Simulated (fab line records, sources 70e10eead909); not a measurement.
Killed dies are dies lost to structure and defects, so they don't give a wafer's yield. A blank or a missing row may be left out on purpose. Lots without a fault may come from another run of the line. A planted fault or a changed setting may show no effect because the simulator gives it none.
Chamber matching | flow nand_harc | NHARC_P_M0_ETCH_34 on rie_diel-12: 4 sister chambers
The step etches the open film in N2/H2, target depth 40 nm, overetch 12 nm, time 43.94 s. 14 wafers are shown with their chamber, then 6 later ones without.

WAFERS WITH THEIR CHAMBER
wafer  | chamber | drypump_motor_current_A (A) | showerhead_plenum_p_Torr (Torr) | rf_vpp_V (V)
L080.1 | 0       | 6.0                         | 2.07                            | 431.1
L080.2 | 2       | 5.4                         | 2.13                            | 432.7
L080.6 | 0       | 6.0                         | 2.07                            | 431.8
L082.1 | 1       | 6.2                         | 2.06                            | 430.6
L082.2 | 0       | 6.0                         | 2.07                            | 431.0
L082.4 | 2       | 5.4                         | 2.13                            | 432.8
L087.2 | 2       | 5.4                         | 2.12                            | 432.5
L087.4 | 0       | 6.0                         | 2.07                            | 430.3
L087.5 | 0       | 6.0                         | 2.07                            | 430.3
L090.1 | 0       | 5.9                         | 2.06                            | 431.1
L090.3 | 3       | 5.2                         | 2.09                            | 430.8
L090.4 | 1       | 6.3                         | 2.05                            | 431.6
L092.1 | 1       | 6.2                         | 2.04                            | 429.8
L092.4 | 0       | 6.0                         | 2.06                            | 431.2

SIGNATURES (means of the wafers above)
reading                  | chamber 0 | chamber 1 | chamber 2 | chamber 3 | scatter within a chamber
drypump_motor_current_A  | 5.986     | 6.233     | 5.400     | 5.200     | 0.039
showerhead_plenum_p_Torr | 2.0671    | 2.0500    | 2.1267    | 2.0900    | 0.0064
rf_vpp_V                 | 430.971   | 430.667   | 432.667   | 430.800   | 0.579
Rule: a wafer's distance from a chamber is the root of the sum, over the readings, of the square of ((its reading less the chamber's mean) divided by the reading's scatter). The wafer belongs to the nearest chamber; if the next one is less than 2 further off, it can't be placed. The scatter: the root of (the sum of the squares of (reading less its chamber's mean) over the shown wafers, divided by (wafers less chambers)).

WAFERS WITHOUT THEIR CHAMBER
wafer  | drypump_motor_current_A (A) | showerhead_plenum_p_Torr (Torr) | rf_vpp_V (V)
L092.6 | 6.2                         | 2.05                            | 431.6
L094.2 | 5.3                         | 2.11                            | 433.1
L094.6 | 5.2                         | 2.08                            | 431.5
L096.2 | 6.0                         | 2.05                            | 430.3
L096.3 | 5.4                         | 2.11                            | 433.7
L096.5 | 5.4                         | 2.11                            | 432.8

WHICH CHAMBER EACH WENT THROUGH
wafer  | from the rows above     | in truth
L092.6 | 1                       | 1
L094.2 | can't be placed: 2 or 3 | 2
L094.6 | 3                       | 3
L096.2 | 0                       | 0
L096.3 | 2                       | 2
L096.5 | 2                       | 2
Placed correctly: 5 of 6. Can't be placed from these rows: 1 (the true chamber is among the candidates in 1). Placed wrongly: 0.
